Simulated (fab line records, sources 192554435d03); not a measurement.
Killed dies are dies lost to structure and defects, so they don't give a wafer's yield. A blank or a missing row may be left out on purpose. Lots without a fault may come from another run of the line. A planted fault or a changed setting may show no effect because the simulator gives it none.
Chamber matching | flow n5_finfet | N5_BEOL_M6_ALD_77 on ald_metal-01: 3 sister chambers
The step deposits TaN, target thk 2 nm, pulse time 2 s, purge time 3 s. 6 wafers are shown with their chamber, then 8 later ones without.

WAFERS WITH THEIR CHAMBER
wafer  | chamber | heater_power_w (W)
L081.2 | 2       | 499
L081.5 | 1       | 383
L083.2 | 0       | 398
L083.5 | 0       | 398
L083.6 | 1       | 386
L087.1 | 2       | 504

WAFERS WITHOUT THEIR CHAMBER
wafer  | heater_power_w (W)
L087.5 | 393
L087.6 | 378
L089.1 | 383
L089.4 | 374
L089.5 | 395
L094.1 | 513
L094.5 | 384
L094.6 | 400

WHICH CHAMBER EACH WENT THROUGH
wafer  | from the rows above     | in truth
L087.5 | can't be placed: 0 or 1 | 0
L087.6 | 1                       | 1
L089.1 | 1                       | 1
L089.4 | 1                       | 1
L089.5 | 0                       | 0
L094.1 | 2                       | 2
L094.5 | 1                       | 1
L094.6 | 0                       | 0
Placed correctly: 7 of 8. Can't be placed from these rows: 1 (the true chamber is among the candidates in 1). Placed wrongly: 0.
How it was worked out, from the rows above alone: a wafer's distance from a chamber is the root of the sum, over the readings, of the square of ((its reading less the chamber's mean) divided by the reading's scatter). The wafer belongs to the nearest chamber; if the next one is less than 2 further off, it can't be placed. A chamber's mean is the mean of its shown wafers. The scatter: the root of (the sum of the squares of (reading less its chamber's mean) over the shown wafers, divided by (wafers less chambers)).
